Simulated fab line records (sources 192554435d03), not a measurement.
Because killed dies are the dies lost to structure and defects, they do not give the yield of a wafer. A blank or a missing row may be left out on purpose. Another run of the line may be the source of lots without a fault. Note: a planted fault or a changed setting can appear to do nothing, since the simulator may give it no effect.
A struck lot beside a sound one -- flow n5Finfet -- 15 out of 1938 route steps
Sound: these wafers, L640.1, L640.2, L640.5. Struck: wafers L653.5, L653.6 (left out: L653.1, a lot-mate that was not struck); the cause follows at the end.
Each step with rows lists, per side, the tool, then ch with its chambers, then its first start. Under that, the readings that differ: sound wafers -- struck wafers -- difference of the means -- sigmas: that difference in standard deviations of wafers without a fault.
alike: words and numbers the same on both sides, and readings whose means are apart by under 2 such deviations; not compared: readings that were withheld, readings missing a value for some wafer, numbers with overlapping values and no deviation given by the record, and bounds like >300 which may hide the same value.
A row with sigmas, a row that says differs or no value, or rows on one side alone: a step with any of these is where the two part. Numbers that have no deviation but don't overlap get no sigmas and don't part them. A reading that every wafer of one side lacks parts them only if that side has two wafers or more.

first, 4 steps without rows for these wafers: N5_BEOL_M7_SOFTBAKE_06 (time 60 s); N5_BEOL_M7_EXPOSE_08 (exposes mask M7); N5_BEOL_M7_PEB_09 (peb time 60 s); N5_BEOL_M7_DEVELOP_10 (develop time 30 s).
N5_BEOL_M7_CD_MEAS_11: the cd target is 38.5 nm.
  sound on cdSem-02 ch 0, day 10 19:41; struck on cdSem-02 ch 0, day 13 18:14
  alike: cdNm
N5_BEOL_M7_OVL_MEAS_12:
  sound on overlay-02 ch 0, day 10 19:43; struck on overlay-01 ch 0, day 13 18:16
  alike: M7_OVL
N5_BEOL_M7_INSPECT_13: inspects for defects (brightfield).
  sound on defectInspect-01, day 10 19:44; struck on defectInspect-01, day 13 18:17
  alike: rawDefectCount
N5_BEOL_M7_DESCUM_16: chemistry O2, time 7.9 s.
  sound on rieDiel-05 ch 0,1,3, day 10 19:46; struck on rieDiel-01 ch 0,1, day 13 18:38
  alike: drypumpMotorCurrentA, oesProductAu, rfVppV, showerheadPlenumPTorr, throttleValvePct
  not compared: rfHoursCounterH
N5_BEOL_M7_ETCH_61: etches SiARC in CF4, target depth 45.5 nm, time 75.8 s.
  sound on rieDiel-05 ch 0,1,3, day 10 19:48; struck on rieDiel-01 ch 0,1, day 13 18:40
reading,sound,struck,difference,sigmas
rfVppV (V),183.4 182.6 181.9,185.5 185.2,+2.7,+2
  alike: drypumpMotorCurrentA, etchRfOnTimeS, oesProductAu, showerheadPlenumPTorr, throttleValvePct
  not compared: rfHoursCounterH
N5_BEOL_M7_ETCH_62: etches SOC in N2/H2, target depth 110 nm, overetch 22 nm, time 165 s.
  sound on rieDiel-05 ch 0,1,3, day 10 19:52; struck on rieDiel-01 ch 0,1, day 13 18:44
  alike: drypumpMotorCurrentA, oesProductAu, rfVppV, showerheadPlenumPTorr, throttleValvePct
  not compared: rfHoursCounterH
then, 1 step without rows for these wafers: N5_BEOL_M7_STRIP_68 (strips in N2/H2).
N5_BEOL_M7_STRIP_67: strips in CF4.
  sound on rieDiel-05 ch 0,1,3, day 10 20:00; struck on rieDiel-01 ch 0,1, day 13 18:53
  alike: drypumpMotorCurrentA, oesProductAu, rfVppV, showerheadPlenumPTorr, throttleValvePct
  not compared: rfHoursCounterH
N5_BEOL_M7_HM_OPEN_17: chemistry Cl2/BCl3, target TiN, target depth 20 nm, overetch 6 nm.
  sound on rieMetal-01 ch 1, day 10 20:02; struck on rieMetal-02 ch 0, day 13 18:55
reading,sound,struck,difference,sigmas
drypumpMotorCurrentA (A),5.4 5.4 5.4,6.3 6.3,+0.9,+2
model.SOC_of_BEOL_M7_COAT_59.thkNm (nm),92.4 92.2 92.6,93.8 93.6,+1.3,
  alike: oesProductAu, throttleValvePct
  not compared: rfHoursCounterH
N5_BEOL_M7_STRIP_19: strips in O2.
  sound on rieDiel-01 ch 0,1,3, day 10 20:18; struck on rieDiel-05 ch 0,3, day 13 19:08
  alike: drypumpMotorCurrentA, oesProductAu, rfVppV, showerheadPlenumPTorr, throttleValvePct
  not compared: rfHoursCounterH
-- here the record skips 3 days between the struck wafers' starts before and after, leaving off in module BEOL_M7 and picking up in module PASSIVATION (first step shown: number 1936 of the route) --
N5_PASSIVATION_PROBE_49:
  sound on prober-01, day 14 01:12; struck on prober-01, day 17 05:35
reading,sound,struck,difference,sigmas
killedAtContacts,7 10 13,19 27,+13,+2
  alike: defectLimitedYield, killed_at_M0_to_M3, killed_at_M4_up, killedAtFrontEnd, killedAtOther, killedDies, killedOnRim, killedOpen, killedShort, sort_bin_5_function, sort_bin_6_memory, sortNPass, sortYieldPct

WHERE THEY PART
At N5_BEOL_M7_ETCH_61 first; at N5_PASSIVATION_PROBE_49 last (within this record only).

WHY: whatever the simulator had introduced
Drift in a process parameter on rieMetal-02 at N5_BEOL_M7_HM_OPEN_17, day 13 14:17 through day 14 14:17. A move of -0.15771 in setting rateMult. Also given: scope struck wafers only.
